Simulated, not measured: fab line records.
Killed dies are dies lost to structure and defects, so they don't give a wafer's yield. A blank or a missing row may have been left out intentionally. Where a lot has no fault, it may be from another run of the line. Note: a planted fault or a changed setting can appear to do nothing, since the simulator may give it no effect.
fab line records	flow n5-finfet
record lots=6	wafers=18	last-day=16
route steps=1938 shown BEOL_M8@1347
lots with no fault: from the same line, run without faults
start-h: hours from the record's opening day to when the first of the lot's shown wafers began	wait-h: how many hours have passed since the lot's step before this one	" repeats the value in the row above	L1.1+2: a single row standing in for several wafers	- no value, or no start was given	* or withheld: withheld	< > ~ a bound
route shown NAME@n: names a module that has steps shown in the file, with the first one's number in the route	usual: mean/standard deviation of fault-free wafers	same: alike in all rows	chamber/n: place in a boat	sites: the reading at each site	_std_site: the values' standard deviation	_edge_site: outer sites' mean less inner sites'	radius-mm: how far each site lies from the wafer's centre	mask NAME#n: copy n	behind: the tool/chamber that last shaped the wafer	hold: cause of the lot's hold/its duration in hours/its outcome	device: the n, p or np transistor that did not switch	end of line: tests run on the same wafers once the route is complete	step lacking rows: just its recipe	killed: not the wafer's yield, but the dies lost to structure and defects at the first sort	map: a wafer's dies, marking killed ones x, the rest . and places with no die _
set.NAME: the setting that was run; set.NAME@STEP: the one run at that earlier step	model.NAME: the simulator's own value behind a step, which no gauge read
lots at some steps of the route; a table a step, a row a wafer
services: when a tool's chamber went out of use (start-h, in hours from the record's first day, below 0 if earlier), for how many hours, and the reason
## steps
# step N5_BEOL_M8_INSPECT_13
# recipe mode=adi	inspect-instrument=brightfield
# usual raw-defect-count=407/100
lot.wafer	tool	chamber	start-h	wait-h	raw-defect-count
L411.2	defect-inspect-01	-	255.66	0.0	303
L411.3	"	-	"	"	322
L411.6	"	-	"	"	354
L413.1	defect-inspect-01	-	268.70	0.0	372
L413.2	"	-	"	"	419
L413.4	"	-	"	"	332
L416.1	defect-inspect-02	-	283.42	0.0	340
L416.3	"	-	"	"	356
L416.4	"	-	"	"	359
L418.1	defect-inspect-01	-	297.52	0.0	270
L418.4	"	-	"	"	402
L418.5	"	-	"	"	434
L419.4	defect-inspect-02	-	297.80	0.0	446
L419.5	"	-	"	"	392
L419.6	"	-	"	"	320
L420.1	defect-inspect-02	-	317.99	0.0	382
L420.3	"	-	"	"	514
L420.6	"	-	"	"	459
# step N5_BEOL_M8_DESCUM_16
# recipe chemistry=O2	time-s=7.9	source-power-w=50	bias-power-w=20	pressure-mtorr=20	rf-frequency-hz=2.712e+07	temp-c=40	resist=CAR-ArF	o2-flow-sccm=225
# step N5_BEOL_M8_ETCH_61
# recipe chemistry=CF4	target=SiARC	target-depth-a=455	mask-material=CAR-ArF	time-s=75.8	ion-energy-ev=80	pressure-mtorr=40	source-w=545	bias-w=36	Ar_flow_sccm=100	cf4-flow-sccm=100	ends=cleared
# usual drypump-motor-current-A=5.8/0.39	etch-rf-on-time-s=75.6/0.84	mfc-ar-sccm=100.0/0.3	oes-product-au=0.70/0.065	rf-vpp-V=184.5/1.2	showerhead-plenum-p-Torr=2.18/0.061	throttle-valve-pct=15.43/0.23
lot.wafer	tool	chamber	start-h	wait-h	drypump-motor-current-A	etch-rf-on-time-s	mfc-ar-sccm	oes-product-au	rf-hours-counter-h	rf-vpp-V	showerhead-plenum-p-Torr	throttle-valve-pct
L411.2	rie-diel-06	3	255.73	0.0	6.6	74.6	100.1	0.86	1	185.7	2.27	14.91
L411.3	"	1	"	"	6.5	77.4	99.8	0.70	92	185.5	2.25	15.56
L411.6	"	1	"	"	6.5	76.3	99.9	0.71	-	186.8	2.25	15.56
L413.1	rie-diel-06	3	268.77	0.0	6.6	74.5	100.0	0.83	7	186.4	2.27	14.92
L413.2	"	0	"	"	5.9	76.4	99.8	0.61	187	183.3	2.13	15.53
L413.4	"	3	"	"	6.6	74.0	99.8	0.83	-	186.7	2.27	14.94
L416.1	rie-diel-05	1	283.68	0.0	5.6	76.5	99.8	0.61	178	183.8	2.22	15.52
L416.3	"	2	"	"	5.8	76.6	99.7	0.72	63	183.9	2.17	15.11
L416.4	"	3	"	"	5.9	76.2	99.7	0.78	15	182.7	2.10	15.36
L418.1	rie-diel-06	3	297.69	0.0	6.6	74.8	100.3	0.80	16	186.2	2.27	14.95
L418.4	"	0	"	"	5.9	76.0	100.0	0.60	-	184.3	2.12	15.54
L418.5	"	1	"	"	6.4	75.7	99.9	0.70	-	184.4	2.25	15.57
L419.4	rie-diel-04	3	297.86	0.0	5.6	75.8	100.0	0.73	50	184.4	2.17	15.30
L419.5	"	0	"	"	5.4	77.3	100.2	0.69	-	185.3	2.16	15.58
L419.6	"	3	"	"	5.6	75.6	100.0	0.74	-	184.4	2.17	15.28
L420.1	rie-diel-04	1	318.06	0.0	6.0	74.7	99.9	0.68	110	184.1	2.16	15.30
L420.3	"	0	"	"	5.4	76.1	100.3	0.69	99	184.5	2.16	15.60
L420.6	"	3	"	"	5.6	73.9	99.7	0.73	-	185.6	2.17	15.29
# step N5_BEOL_M8_ETCH_62
# recipe chemistry=N2/H2	target=SOC	target-depth-a=1100	overetch-a=220	mask-material=SiARC	temp-c=40	time-s=165	ion-energy-ev=200	pressure-mtorr=30	source-w=840	bias-w=150	n2-flow-sccm=200	h2-flow-sccm=200
# step N5_BEOL_M8_STRIP_68
# recipe chemistry=N2/H2	temp-c=40	n2-flow-sccm=200	h2-flow-sccm=200	rf-frequency-hz=6e+07
# step N5_BEOL_M8_STRIP_67
# recipe chemistry=CF4	resist=SiARC	power-w=300	bias-power-w=75	pressure-mtorr=50	cf4-flow-sccm=150	rf-frequency-hz=6e+07
# usual drypump-motor-current-A=5.8/0.39	oes-product-au=0.81/0.073	rf-vpp-V=271.7/1.5	showerhead-plenum-p-Torr=1.82/0.05	throttle-valve-pct=13.40/0.22
lot.wafer	tool	chamber	start-h	wait-h	drypump-motor-current-A	oes-product-au	rf-hours-counter-h	rf-vpp-V	showerhead-plenum-p-Torr	throttle-valve-pct
L411.2	rie-diel-06	3	255.93	0.0	6.6	0.98	1	272.8	1.90	12.91
L411.3	"	1	"	"	6.4	0.84	92	274.6	1.89	13.53
L411.6	"	1	"	"	6.4	0.83	-	273.5	1.89	13.53
L413.1	rie-diel-06	3	268.97	0.0	6.6	0.95	7	271.1	1.90	12.88
L413.2	"	0	"	"	5.9	0.72	187	270.2	1.78	13.54
L413.4	"	3	"	"	6.6	0.96	-	275.3	1.90	12.89
L416.1	rie-diel-05	1	283.88	0.0	5.7	0.71	179	273.0	1.86	13.51
L416.3	"	2	"	"	5.8	0.84	63	271.2	1.82	13.10
L416.4	"	3	"	"	5.9	0.93	15	271.1	1.76	13.29
L418.1	rie-diel-06	3	297.90	0.0	6.6	0.93	16	274.7	1.90	12.92
L418.4	"	0	"	"	5.9	0.71	-	270.5	1.78	13.56
L418.5	"	1	"	"	6.4	0.82	-	272.5	1.88	13.56
L419.4	rie-diel-04	3	298.07	0.0	5.6	0.86	50	272.2	1.82	13.23
L419.5	"	0	"	"	5.4	0.81	-	269.7	1.81	13.55
L419.6	"	3	"	"	5.6	0.85	-	271.3	1.82	13.25
L420.1	rie-diel-04	1	318.26	0.0	6.0	0.79	110	272.6	1.81	13.30
L420.3	"	0	"	"	5.4	0.81	99	272.8	1.81	13.55
L420.6	"	3	"	"	5.6	0.85	-	272.3	1.82	13.26
# step N5_BEOL_M8_HM_OPEN_17
# recipe chemistry=Cl2/BCl3	target-depth-a=200	overetch-a=60	target=TiN	mask-material=SOC	ion-energy-ev=150	pressure-mtorr=10	icp-w=1000	bias-w=126	Cl2_flow_sccm=53.25	bcl3-flow-sccm=21.75	Ar_flow_sccm=25
# usual drypump-motor-current-A=5.9/0.42	mfc-ar-sccm=25.01/0.07	oes-product-au=0.62/0.071	throttle-valve-pct=22.35/0.18
lot.wafer	tool	chamber	start-h	wait-h	drypump-motor-current-A	mfc-ar-sccm	oes-product-au	rf-hours-counter-h	throttle-valve-pct
L411.2	rie-metal-03	0	255.97	0.0	6.1	25.22	0.66	52	22.51
L411.3	"	0	"	"	6.1	25.07	0.66	-	22.50
L411.6	"	1	"	"	6.0	24.94	0.76	-	22.29
L413.1	rie-metal-03	1	269.02	0.0	6.1	24.91	0.74	10	22.31
L413.2	"	1	"	"	6.0	25.01	0.75	-	22.30
L413.4	"	1	"	"	6.1	25.04	0.74	-	22.30
L416.1	rie-metal-01	1	283.92	0.0	5.9	25.05	0.58	86	22.21
L416.3	"	0	"	"	5.1	25.02	0.61	-	22.17
L416.4	"	1	"	"	5.9	25.04	0.58	-	22.23
L418.1	rie-metal-01	0	297.94	0.0	5.0	25.02	0.60	66	22.17
L418.4	"	0	"	"	5.0	25.02	0.61	-	22.18
L418.5	"	0	"	"	5.0	25.06	0.60	-	22.18
L419.4	rie-metal-03	1	298.14	0.1	6.1	24.98	0.72	-	22.31
L419.5	"	0	"	"	6.1	25.10	0.65	-	22.51
L419.6	"	1	"	"	6.0	25.01	0.73	-	22.30
L420.1	rie-metal-02	0	318.30	0.0	6.0	24.93	0.54	100	22.33
L420.3	"	1	"	"	6.3	25.10	0.55	-	22.72
L420.6	"	0	"	"	6.0	25.02	0.55	-	22.32
# step N5_BEOL_M8_STRIP_19
# recipe chemistry=O2	power-w=400	temp-c=40	pressure-mtorr=30	rf-frequency-hz=6e+07	bias-power-w=0	overash-fraction=0.2	o2-flow-sccm=225
# step N5_BEOL_M8_CD_MEAS_18
# recipe pitch-nm=80	target-cd-nm=40
# usual cd-nm=39.8/0.48
lot.wafer	tool	chamber	start-h	wait-h	cd-nm
L411.2	cd-sem-03	-	256.25	0.1	40.6
L411.3	"	-	"	"	40.5
L411.6	"	-	"	"	40.1
L413.1	cd-sem-02	-	269.29	0.0	40.0
L413.2	"	-	"	"	39.7
L413.4	"	-	"	"	39.9
L416.1	cd-sem-03	-	284.34	0.0	40.0
L416.3	"	-	"	"	40.3
L416.4	"	-	"	"	40.4
L418.1	cd-sem-02	-	298.12	0.0	39.4
L418.4	"	-	"	"	38.6
L418.5	"	-	"	"	39.3
L419.4	cd-sem-02	-	298.29	0.1	40.0
L419.5	"	-	"	"	40.0
L419.6	"	-	"	"	40.0
L420.1	cd-sem-03	-	318.49	0.0	39.9
L420.3	"	-	"	"	40.1
L420.6	"	-	"	"	39.6
# step N5_BEOL_M8_COAT_63
# recipe resist=SOC	temp-c=250	time-s=60	spin-rpm=1500	resist-thk-nm=60
# step N5_BEOL_M8_COAT_64
# recipe resist=SiARC	temp-c=220	time-s=60	spin-rpm=1500	resist-thk-nm=12
# step N5_BEOL_M8_COAT_71
# recipe resist=underlayer	temp-c=205	time-s=60	spin-rpm=1500	resist-thk-nm=5
# step N5_BEOL_M8_COAT_22
# recipe resist=CAR-EUV	spin-rpm=1500	resist-thk-nm=30
# usual dispense-pressure-kPa=55.5/0.59	spin-speed-rpm=1499.9/1.1
lot.wafer	tool	chamber	start-h	wait-h	dispense-pressure-kPa	spin-speed-rpm	model.CAR-EUV_of_BEOL_M8_COAT_22.thk-nm
L411.2	litho-track-02	0	256.29	-	54.9	1499.3	30
L411.3	"	0	"	"	54.8	1498.2	30
L411.6	"	0	"	"	54.9	1500.6	30
L413.1	litho-track-02	0	269.70	-	54.9	1498.9	30
L413.2	"	0	"	"	54.9	1500.3	30
L413.4	"	0	"	"	54.9	1499.9	30
L416.1	litho-track-02	0	284.38	-	54.9	1236.2	33
L416.3	"	0	"	"	54.9	1237.6	33
L416.4	"	0	"	"	54.9	1238.0	33
L419.4	litho-track-02	0	299.64	-	54.9	1237.2	33
L419.5	"	0	"	"	54.9	1237.1	33
L419.6	"	0	"	"	54.9	1237.0	33
L418.1	litho-track-05	0	299.71	-	56.1	1499.3	29.8
L418.4	"	0	"	"	56.1	1499.1	29.8
L418.5	"	0	"	"	56.1	1499.0	29.8
L420.1	litho-track-05	0	319.38	-	56.1	1502.1	30
L420.3	"	0	"	"	56.1	1499.8	30
L420.6	"	0	"	"	56.1	1500.1	30
# step N5_BEOL_M8_EBR_24
# recipe solvent=PGMEA	ebr-width-mm=1.5
# step N5_BEOL_M8_SOFTBAKE_23
# recipe temp-c=110	time-s=60	resist=CAR-EUV
# step N5_BEOL_M8_EXPOSE_25
# recipe mask-id=V7	na=0.33	source-shape=annular	sigma-inner=0.4	sigma-outer=0.8	polarization=unpolarized	target-cd-nm=40	dose-mj=42.5
# step N5_BEOL_M8_PEB_26
# recipe peb-temp-c=100	peb-time-s=60	resist=CAR-EUV
# step N5_BEOL_M8_DEVELOP_27
# recipe develop-time-s=30	developer=TMAH	resist=CAR-EUV	rinse-liquid=surfactant-rinse	dry=air-spin	dev-temp-c=23
# step N5_BEOL_M8_CD_MEAS_28
# recipe target-cd-nm=40	landing-energy-ev=500	detector=se-inlens
# usual cd-nm=40.01/0.21
lot.wafer	tool	chamber	start-h	wait-h	cd-nm
L411.2	cd-sem-02	0	256.55	-	40.11
L411.3	"	0	"	"	40.33
L411.6	"	0	"	"	40.14
L413.1	cd-sem-01	0	270.09	-	39.97
L413.2	"	0	"	"	40.27
L413.4	"	0	"	"	40.23
L416.1	cd-sem-02	0	284.64	-	39.79
L416.3	"	0	"	"	40.05
L416.4	"	0	"	"	39.77
L419.4	cd-sem-02	0	299.90	-	39.76
L419.5	"	0	"	"	39.73
L419.6	"	0	"	"	39.71
L418.1	cd-sem-02	0	300.10	-	40.25
L418.4	"	0	"	"	40.09
L418.5	"	0	"	"	39.94
L420.1	cd-sem-03	0	319.77	-	39.77
L420.3	"	0	"	"	39.91
L420.6	"	0	"	"	40.12
# step N5_BEOL_M8_OVL_MEAS_29
# recipe points-per-wafer=522
# usual V7_OVL=0.1/0.6
lot.wafer	tool	chamber	start-h	wait-h	V7_OVL[nm]
L411.2	overlay-02	0	256.59	0.0	-0.7
L411.3	"	0	"	"	-0.2
L411.6	"	0	"	"	-0.5
L413.1	overlay-02	0	270.12	0.0	0.0
L413.2	"	0	"	"	0.8
L413.4	"	0	"	"	1.2
L416.1	overlay-01	0	284.67	0.0	-0.3
L416.3	"	0	"	"	0.4
L416.4	"	0	"	"	0.0
L419.4	overlay-02	0	299.95	0.0	-0.8
L419.5	"	0	"	"	0.9
L419.6	"	0	"	"	-0.6
L418.1	overlay-01	0	300.13	0.0	1.6
L418.4	"	0	"	"	-0.1
L418.5	"	0	"	"	0.3
L420.1	overlay-02	0	319.80	0.0	-0.3
L420.3	"	0	"	"	-0.1
L420.6	"	0	"	"	1.4
# step N5_BEOL_M8_INSPECT_30
# recipe mode=adi	inspect-instrument=brightfield
# usual raw-defect-count=408/100
lot.wafer	tool	chamber	start-h	wait-h	raw-defect-count
L411.2	defect-inspect-01	-	256.64	0.0	308
L411.3	"	-	"	"	303
L411.6	"	-	"	"	341
L413.1	defect-inspect-01	-	270.18	0.1	374
L413.2	"	-	"	"	397
L413.4	"	-	"	"	319
L416.1	defect-inspect-02	-	284.73	0.1	308
L416.3	"	-	"	"	361
L416.4	"	-	"	"	349
L419.4	defect-inspect-01	-	299.99	0.0	443
L419.5	"	-	"	"	413
L419.6	"	-	"	"	333
L418.1	defect-inspect-01	-	300.19	0.1	251
L418.4	"	-	"	"	408
L418.5	"	-	"	"	435
L420.1	defect-inspect-01	-	319.85	0.1	380
L420.3	"	-	"	"	511
L420.6	"	-	"	"	452
# step N5_BEOL_M8_DESCUM_33
# recipe chemistry=O2	time-s=7	source-power-w=50	bias-power-w=20	pressure-mtorr=20	rf-frequency-hz=2.712e+07	temp-c=40	resist=CAR-EUV	o2-flow-sccm=225
# step N5_BEOL_M8_ETCH_72
# recipe chemistry=N2/H2	target=underlayer	target-depth-a=65	mask-material=CAR-EUV	time-s=5.2	ion-energy-ev=200	pressure-mtorr=30	source-w=840	bias-w=150	n2-flow-sccm=200	h2-flow-sccm=200	ends=cleared
# usual drypump-motor-current-A=5.8/0.42	etch-rf-on-time-s=5.20/0.059	oes-product-au=0.68/0.064	rf-vpp-V=524.9/2.7	showerhead-plenum-p-Torr=2.59/0.086	throttle-valve-pct=17.67/0.24
lot.wafer	tool	chamber	start-h	wait-h	drypump-motor-current-A	etch-rf-on-time-s	oes-product-au	rf-hours-counter-h	rf-vpp-V	showerhead-plenum-p-Torr	throttle-valve-pct
L411.2	rie-diel-05	0	256.75	0.0	5.1	5.21	0.70	47	528.3	2.70	17.91
L411.3	"	2	"	"	5.8	5.29	0.73	53	527.0	2.59	17.25
L411.6	"	0	"	"	5.1	5.23	0.71	-	528.7	2.70	17.89
L413.1	rie-diel-05	2	270.25	0.0	5.8	5.22	0.72	59	525.5	2.58	17.26
L413.2	"	3	"	"	5.9	5.22	0.79	11	521.1	2.50	17.59
L413.4	"	0	"	"	5.0	5.20	0.71	53	528.5	2.70	17.93
L416.1	rie-diel-04	0	284.84	0.0	5.4	5.18	0.70	88	523.2	2.56	17.70
L416.3	"	1	"	"	6.0	5.14	0.70	97	524.9	2.57	17.47
L416.4	"	2	"	"	6.0	5.12	0.67	129	525.1	2.56	18.12
L419.4	rie-diel-04	3	300.05	0.0	5.6	5.10	0.73	51	525.2	2.58	17.53
L419.5	"	3	"	"	5.6	5.06	0.74	-	524.2	2.58	17.52
L419.6	"	2	"	"	5.9	5.13	0.66	-	524.5	2.55	18.15
L418.1	rie-diel-06	0	300.72	0.0	5.9	5.27	0.60	197	519.9	2.52	17.72
L418.4	"	3	"	"	6.6	5.16	0.80	-	524.5	2.71	17.23
L418.5	"	1	"	"	6.5	5.24	0.69	-	528.2	2.67	17.83
L420.1	rie-diel-04	1	319.92	0.0	6.0	5.12	0.69	110	526.4	2.56	17.48
L420.3	"	0	"	"	5.4	5.20	0.69	99	523.6	2.56	17.75
L420.6	"	3	"	"	5.6	5.09	0.74	-	524.8	2.58	17.55
# step N5_BEOL_M8_ETCH_65
# recipe chemistry=CF4	target=SiARC	target-depth-a=156	mask-material=CAR-EUV	time-s=26	ion-energy-ev=80	pressure-mtorr=40	source-w=545	bias-w=36	Ar_flow_sccm=100	cf4-flow-sccm=100	ends=cleared
# usual drypump-motor-current-A=5.8/0.42	etch-rf-on-time-s=25.98/0.28	mfc-ar-sccm=99.98/0.28	oes-product-au=0.68/0.065	rf-vpp-V=184.4/1.1	showerhead-plenum-p-Torr=2.17/0.068	throttle-valve-pct=15.44/0.22
lot.wafer	tool	chamber	start-h	wait-h	drypump-motor-current-A	etch-rf-on-time-s	mfc-ar-sccm	oes-product-au	rf-hours-counter-h	rf-vpp-V	showerhead-plenum-p-Torr	throttle-valve-pct	model.CAR-EUV_of_BEOL_M8_COAT_22.thk-nm
L411.2	rie-diel-05	0	256.77	0.0	5.1	25.84	99.96	0.73	47	185.6	2.26	15.57	11.2
L411.3	"	2	"	"	5.8	25.59	99.70	0.74	53	184.5	2.17	15.08	11.2
L411.6	"	0	"	"	5.1	25.79	100.16	0.73	-	184.8	2.26	15.58	11.2
L413.1	rie-diel-05	2	270.27	0.0	5.8	25.82	99.72	0.74	59	183.3	2.17	15.08	11
L413.2	"	3	"	"	5.9	25.66	99.78	0.80	11	186.0	2.10	15.37	11.2
L413.4	"	0	"	"	5.1	25.80	100.08	0.72	53	185.9	2.26	15.59	11
L416.1	rie-diel-04	0	284.85	0.0	5.4	25.96	99.95	0.70	88	183.1	2.17	15.58	14.2
L416.3	"	1	"	"	6.0	25.74	99.82	0.69	97	184.6	2.16	15.30	14.2
L416.4	"	2	"	"	5.9	25.66	100.19	0.67	129	184.2	2.15	15.80	14.2
L419.4	rie-diel-04	3	300.07	0.0	5.6	25.76	99.98	0.73	51	183.8	2.17	15.29	14.2
L419.5	"	3	"	"	5.5	25.54	100.16	0.73	-	184.7	2.17	15.27	14.2
L419.6	"	2	"	"	5.9	25.53	99.88	0.66	-	184.7	2.15	15.81	14.2
L418.1	rie-diel-06	0	300.74	0.0	5.9	26.00	100.44	0.60	197	183.8	2.12	15.56	11
L418.4	"	3	"	"	6.6	25.26	99.59	0.80	-	185.7	2.27	14.94	10.8
L418.5	"	1	"	"	6.5	25.79	100.44	0.70	-	184.1	2.25	15.58	11
L420.1	rie-diel-04	1	319.94	0.0	6.0	25.82	100.28	0.68	110	185.2	2.16	15.31	11.2
L420.3	"	0	"	"	5.4	26.33	100.56	0.68	99	185.2	2.16	15.61	11.2
L420.6	"	3	"	"	5.6	25.59	100.16	0.73	-	184.9	2.17	15.29	11.2
# step N5_BEOL_M8_ETCH_66
# recipe chemistry=N2/H2	target=SOC	target-depth-a=800	overetch-a=160	mask-material=SiARC	temp-c=40	time-s=120	ion-energy-ev=200	pressure-mtorr=30	source-w=840	bias-w=150	n2-flow-sccm=200	h2-flow-sccm=200
# usual drypump-motor-current-A=5.8/0.42	oes-product-au=0.61/0.057	rf-vpp-V=524.9/2.4	showerhead-plenum-p-Torr=2.59/0.086	throttle-valve-pct=17.63/0.24
lot.wafer	tool	chamber	start-h	wait-h	drypump-motor-current-A	oes-product-au	rf-hours-counter-h	rf-vpp-V	showerhead-plenum-p-Torr	throttle-valve-pct
L411.2	rie-diel-05	0	256.80	0.0	5.1	0.65	47	527.1	2.70	17.90
L411.3	"	2	"	"	5.8	0.65	53	525.1	2.59	17.20
L411.6	"	0	"	"	5.1	0.65	-	528.3	2.70	17.88
L413.1	rie-diel-05	2	270.29	0.0	5.8	0.65	59	525.2	2.58	17.21
L413.2	"	3	"	"	5.9	0.72	11	521.4	2.50	17.57
L413.4	"	0	"	"	5.1	0.65	53	526.1	2.70	17.90
L416.1	rie-diel-04	0	284.88	0.0	5.4	0.63	88	523.5	2.56	17.66
L416.3	"	1	"	"	6.0	0.62	98	522.8	2.57	17.42
L416.4	"	2	"	"	5.9	0.59	129	525.6	2.56	18.10
L419.4	rie-diel-04	3	300.10	0.0	5.6	0.66	51	524.7	2.58	17.47
L419.5	"	3	"	"	5.6	0.66	-	524.0	2.58	17.46
L419.6	"	2	"	"	5.9	0.59	-	523.9	2.55	18.11
L418.1	rie-diel-06	0	300.77	0.0	5.9	0.54	197	524.6	2.52	17.69
L418.4	"	3	"	"	6.6	0.71	-	528.2	2.71	17.20
L418.5	"	1	"	"	6.4	0.63	-	527.3	2.67	17.77
L420.1	rie-diel-04	1	319.97	0.0	6.0	0.61	110	524.7	2.56	17.44
L420.3	"	0	"	"	5.4	0.62	99	523.9	2.56	17.66
L420.6	"	3	"	"	5.6	0.65	-	523.9	2.58	17.50
## services
tool	chamber	start-h	hours	kind
rie-metal-03	0	265.79	4.4	repair
rie-metal-03	-	313.19	2.8	pm
rie-diel-04	0	314.36	2.7	repair
## key
first-sign step=N5_BEOL_M8_COAT_22	reading=spin-speed-rpm	direction=down	sigmas=99+	usual=*	struck=*
effect none on later readings
model-effect step=N5_BEOL_M8_COAT_22	value=CAR-EUV_of_BEOL_M8_COAT_22.thk-nm	without=30	struck=33
model-effect step=N5_BEOL_M8_ETCH_65	value=CAR-EUV_of_BEOL_M8_COAT_22.thk-nm	without=11.13	struck=14.2
met-at N5_BEOL_M8_COAT_22
struck-wafers L416.1,L416.3,L416.4,L419.4,L419.5,L419.6
rows-end L416.1,L416.3,L416.4
onset-between 269.70 284.38
fault kind=process-parameter-drift	tool=litho-track-02	chamber=-	onset-h=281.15	steps=N5_BEOL_M8_COAT_22	channel=spin-rpm	offset=*	shape=step	acts-in=*	stated=*
# rows-end: these wafers met a further fault down the route, and their rows from its step on are left out
